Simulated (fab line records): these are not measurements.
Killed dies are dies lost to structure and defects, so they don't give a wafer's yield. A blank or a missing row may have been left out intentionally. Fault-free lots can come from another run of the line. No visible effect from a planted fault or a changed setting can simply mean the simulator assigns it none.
Chamber matching -- flow nand harc -- 4 sister chambers for NHARC_A_CHANNEL_FILL_D2_ETCHBACK_19 on rie si-03
The step etches the open film in HBr/Cl2, target depth 5 nm, time 1.7 s. 22 wafers are shown with their chamber, then 11 later ones without.

## WAFERS WITH THEIR CHAMBER
wafer,chamber,drypump motor current A (A),oes product au (a.u.),throttle valve pct (%)
L076.1,0,5.9,1.013,26.409
L076.2,3,6.5,1.009,26.393
L076.5,3,6.6,1.012,26.415
L075.2,3,6.6,1.015,26.392
L075.3,2,5.0,1.002,26.416
L075.5,0,6.0,1.007,26.415
L077.2,1,6.0,0.996,26.410
L077.4,3,6.6,1.015,26.400
L077.6,3,6.6,1.020,26.387
L080.1,0,6.0,1.022,26.405
L080.2,2,5.0,1.026,26.406
L080.4,3,6.6,1.014,26.405
L081.1,1,6.0,0.998,26.403
L081.2,3,6.5,0.995,26.391
L081.4,0,6.0,1.005,26.403
L085.3,0,6.0,1.014,26.390
L085.4,3,6.6,0.981,26.420
L085.5,1,6.0,0.997,26.399
L088.1,1,6.0,0.996,26.386
L088.4,2,5.0,1.007,26.403
L088.6,3,6.6,1.008,26.398
L090.1,1,6.0,1.009,26.394

SIGNATURES (means of the wafers above)
reading,chamber 0,chamber 1,chamber 2,chamber 3,scatter within a chamber
drypump motor current A,5.980,6.000,5.000,6.578,0.0362
oes product au,1.01220,0.99920,1.01167,1.00767,0.01
throttle valve pct,26.40440,26.39840,26.40833,26.40011,0.00995
Rule: a wafer's distance from a chamber is the root of the sum, over the readings, of the square of ((its reading less the chamber's mean) divided by the reading's scatter). If the next closest chamber is less than 2 further off than the closest, the wafer can't be placed; otherwise it belongs to the closest. The scatter is the square root of a quotient: the sum, over the shown wafers, of each reading's squared deviation from its chamber's mean, divided by wafers minus chambers.

## WAFERS WITHOUT THEIR CHAMBER
wafer,drypump motor current A (A),oes product au (a.u.),throttle valve pct (%)
L090.3,5.9,1.007,26.409
L090.6,6.6,0.991,26.410
L092.3,6.0,0.999,26.413
L092.4,6.0,1.006,26.407
L092.6,6.0,0.994,26.412
L093.2,6.0,1.002,26.414
L093.4,5.0,1.005,26.387
L093.5,6.0,1.014,26.404
L097.1,5.0,1.009,26.413
L097.2,6.6,1.000,26.393
L097.5,5.0,1.007,26.429

## CHAMBER TAKEN BY EACH
wafer,from the rows above,in truth
L090.3,can't be placed: 0 or 1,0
L090.6,3,3
L092.3,can't be placed: 1 or 0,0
L092.4,can't be placed: 0 or 1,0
L092.6,can't be placed: 1 or 0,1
L093.2,can't be placed: 0 or 1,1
L093.4,2,2
L093.5,can't be placed: 0 or 1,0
L097.1,2,2
L097.2,3,3
L097.5,2,2
Correctly placed: 5 of 11. Not placeable from these rows: 6 (in 6, the candidates include the true chamber). 0 placed wrongly.
